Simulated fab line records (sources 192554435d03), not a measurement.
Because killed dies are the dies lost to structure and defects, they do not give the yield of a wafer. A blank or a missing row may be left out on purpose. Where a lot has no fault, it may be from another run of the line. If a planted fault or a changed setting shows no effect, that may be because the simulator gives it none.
Chamber matching / flow n5 finfet / 4 sister chambers for N5_BEOL_M1_ALD_98 on ald sin-01
The step deposits SiO2, target thk 2.5 nm, pulse time 1 s, co reactant pulse time 1 s. 8 wafers are shown with their chamber, then 10 later ones without.

## EACH WAFER AND ITS CHAMBER
wafer=L076.1; chamber=3; heater power w (W)=72; chamber pressure Torr (Torr)=1.996
wafer=L078.2; chamber=1; heater power w (W)=71; chamber pressure Torr (Torr)=2.000
wafer=L079.1; chamber=3; heater power w (W)=72; chamber pressure Torr (Torr)=1.999
wafer=L079.6; chamber=0; heater power w (W)=92; chamber pressure Torr (Torr)=2.001
wafer=L081.2; chamber=1; heater power w (W)=69; chamber pressure Torr (Torr)=2.001
wafer=L081.3; chamber=0; heater power w (W)=92; chamber pressure Torr (Torr)=1.997
wafer=L087.1; chamber=2; heater power w (W)=80; chamber pressure Torr (Torr)=2.008
wafer=L087.4; chamber=2; heater power w (W)=79; chamber pressure Torr (Torr)=2.006

## WAFERS WITH NO CHAMBER GIVEN
wafer=L087.5; heater power w (W)=91; chamber pressure Torr (Torr)=1.997
wafer=L092.2; heater power w (W)=80; chamber pressure Torr (Torr)=1.999
wafer=L092.4; heater power w (W)=89; chamber pressure Torr (Torr)=2.000
wafer=L092.5; heater power w (W)=72; chamber pressure Torr (Torr)=1.999
wafer=L094.2; heater power w (W)=71; chamber pressure Torr (Torr)=1.996
wafer=L094.4; heater power w (W)=92; chamber pressure Torr (Torr)=1.997
wafer=L094.6; heater power w (W)=80; chamber pressure Torr (Torr)=1.995
wafer=L095.1; heater power w (W)=81; chamber pressure Torr (Torr)=2.006
wafer=L095.3; heater power w (W)=91; chamber pressure Torr (Torr)=2.005
wafer=L095.5; heater power w (W)=92; chamber pressure Torr (Torr)=2.002

## WHICH CHAMBER EACH WENT THROUGH
wafer=L087.5; from the rows above=0; in truth=0
wafer=L092.2; from the rows above=2; in truth=2
wafer=L092.4; from the rows above=0; in truth=0
wafer=L092.5; from the rows above=can't be placed: 3 or 1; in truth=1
wafer=L094.2; from the rows above=can't be placed: 3 or 1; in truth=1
wafer=L094.4; from the rows above=0; in truth=0
wafer=L094.6; from the rows above=2; in truth=2
wafer=L095.1; from the rows above=2; in truth=2
wafer=L095.3; from the rows above=0; in truth=0
wafer=L095.5; from the rows above=0; in truth=0
Placed correctly: 8 of 10. Can't be placed from these rows: 2 (the true chamber is among the candidates in 2). Placed wrongly: 0.
How it was worked out, from the rows above alone: a wafer's distance from a chamber is the root of the sum, over the readings, of the square of ((its reading less the chamber's mean) divided by the reading's scatter). If the next closest chamber is less than 2 further off than the closest, the wafer can't be placed; otherwise it belongs to the closest. The mean given for a chamber averages the wafers shown for that chamber. The scatter: the root of (the sum of the squares of (reading less its chamber's mean) over the shown wafers, divided by (wafers less chambers)).
